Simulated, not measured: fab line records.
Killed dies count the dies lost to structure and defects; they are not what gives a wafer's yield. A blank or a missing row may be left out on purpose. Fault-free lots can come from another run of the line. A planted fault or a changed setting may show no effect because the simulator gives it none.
Chamber matching + flow n5_finfet + 3 sister chambers for N5_BEOL_M11_CURE_71 on uv_cure-03
The step cures SiCOH lowk, time 240 s. 3 wafers are shown with their chamber, then 10 later ones without.

== EACH WAFER AND ITS CHAMBER ==
| wafer  | chamber | wafer_temp_C_max |
|--------|---------|------------------|
| L083.6 | 2       | 386.9            |
| L085.6 | 0       | 386.0            |
| L092.5 | 1       | 386.7            |

== WAFERS WITH NO CHAMBER GIVEN ==
| wafer  | wafer_temp_C_max |
|--------|------------------|
| L092.6 | 387.1            |
| L093.1 | 386.5            |
| L093.4 | 387.0            |
| L093.6 | 385.7            |
| L094.1 | 386.0            |
| L094.2 | 386.7            |
| L094.3 | 386.7            |
| L091.3 | 387.3            |
| L091.4 | 387.6            |
| L091.6 | 388.0            |

== WHICH CHAMBER EACH ONE RAN IN ==
| wafer  | from the rows above          | in truth |
|--------|------------------------------|----------|
| L092.6 | can't be placed: 2 or 1 or 0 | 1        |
| L093.1 | can't be placed: 1 or 2 or 0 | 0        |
| L093.4 | can't be placed: 2 or 1 or 0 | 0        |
| L093.6 | can't be placed: 0 or 1 or 2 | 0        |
| L094.1 | can't be placed: 0 or 1 or 2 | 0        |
| L094.2 | can't be placed: 1 or 2 or 0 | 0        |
| L094.3 | can't be placed: 1 or 2 or 0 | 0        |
| L091.3 | can't be placed: 2 or 1 or 0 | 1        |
| L091.4 | can't be placed: 2 or 1 or 0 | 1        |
| L091.6 | can't be placed: 2 or 1 or 0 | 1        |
0 of 10 placed correctly. Unplaceable from these rows: 10, with the true chamber sitting among the candidates in 10. Placed wrongly: 0.
How it was worked out, from the rows above alone: a wafer's distance from a chamber is the root of the sum, over the readings, of the square of ((its reading less the chamber's mean) divided by the reading's scatter). The wafer belongs to the nearest chamber; if the next one is less than 2 further off, it can't be placed. Each chamber's mean is taken over the wafers shown for it. The scatter: root of mean squared gap, hidden wafer to nearest shown wafer, with one shown wafer a chamber.
